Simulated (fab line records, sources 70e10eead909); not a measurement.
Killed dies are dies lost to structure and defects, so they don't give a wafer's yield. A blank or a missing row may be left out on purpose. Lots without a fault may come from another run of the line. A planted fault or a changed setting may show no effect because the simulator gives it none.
A struck lot beside a sound one | flow nand_harc | 13 steps out of a route of 1302
Sound: wafers L910.1, L910.2, L910.4. Struck: wafers L903.1, L903.4, L903.6. The cause comes at the end.
At each step with rows: each side's tool, then ch and its chambers, then its first start. Under that, the readings that differ: sound wafers | struck wafers | difference of the means | sigmas: that difference in standard deviations of wafers without a fault.
alike: readings whose means differ by less than 2 such deviations, and words and numbers that are the same on both sides. not compared: withheld readings, readings that some wafer has no value for, bounds like >300 that may hide the same value, and numbers for which the record gives no deviation and whose values overlap.
The two part at a step that has a row with sigmas, a row that says differs or no value, or rows on one side only. Numbers that don't overlap but have no deviation are shown without sigmas and don't part them. A reading that every wafer of one side lacks parts them only if that side has two wafers or more.

first, 6 steps without rows for these wafers: NHARC_A_DECK1_JOINT_CVD_34 (deposits SiNx, target thk 20 nm); NHARC_A_DECK1_JOINT_DEP_06 (deposits SiOx, target thk 80 nm); NHARC_A_DECK1_JOINT_CURE_26 (time 32 s); NHARC_A_DECK1_JOINT_ANNEAL_27 (time 3600 s); NHARC_A_DECK1_JOINT_ANNEAL_28 (time 1800 s); NHARC_A_DECK1_JOINT_ANNEAL_29 (time 1800 s).
NHARC_A_DECK1_JOINT_CMP_02: polishes SiOx.
  sound on cmp-01 ch 0,1,2, day 17 14:36; struck on cmp-03 ch 0,2, day 14 18:44
  reading             | sound          | struck         | difference | sigmas
  motor_current_A (A) | 10.8 11.4 11.6 | 13.9 11.3 14.8 | +2.1       | +2
then, 1 step without rows for these wafers: NHARC_A_DECK1_JOINT_SRD_15.
NHARC_A_DECK1_JOINT_DEP_16: deposits SiO2, target thk 45 nm.
  sound on pecvd-03 ch 0,1,2, day 17 14:59; struck on pecvd-03 ch 0,1,2, day 14 19:09
  alike: heater_power_w, throttle_valve_pct
NHARC_A_DECK1_JOINT_THK_MEAS_17: measures by ellipsometry.
  sound on film_metro-02, day 17 15:16; struck on film_metro-02, day 14 19:23
  alike: thk_nm
NHARC_A_DECK1_JOINT_INSPECT_05:
  sound on defect_inspect-02, day 17 15:19; struck on defect_inspect-02, day 14 19:25
  alike: raw_defect_count
NHARC_A_ONON_D2_DEP_00: target thk 1000 nm.
  sound on pecvd_onon-04 ch 0, day 17 15:23; struck on pecvd_onon-04 ch 0, day 14 19:29
NHARC_A_ONON_D2_THK_MEAS_02: measures by ellipsometry.
  sound on film_metro-01, day 17 15:53; struck on film_metro-01, day 14 20:10
  reading     | sound          | struck         | difference | sigmas
  thk_nm (nm) | 1006 1007 1005 | 1812 1813 1812 | +806       | +99 or more
  not compared: hold

WHERE THEY PART
First at NHARC_A_DECK1_JOINT_CMP_02; last, within this record, at NHARC_A_ONON_D2_THK_MEAS_02.

WHY: what the simulator had put in
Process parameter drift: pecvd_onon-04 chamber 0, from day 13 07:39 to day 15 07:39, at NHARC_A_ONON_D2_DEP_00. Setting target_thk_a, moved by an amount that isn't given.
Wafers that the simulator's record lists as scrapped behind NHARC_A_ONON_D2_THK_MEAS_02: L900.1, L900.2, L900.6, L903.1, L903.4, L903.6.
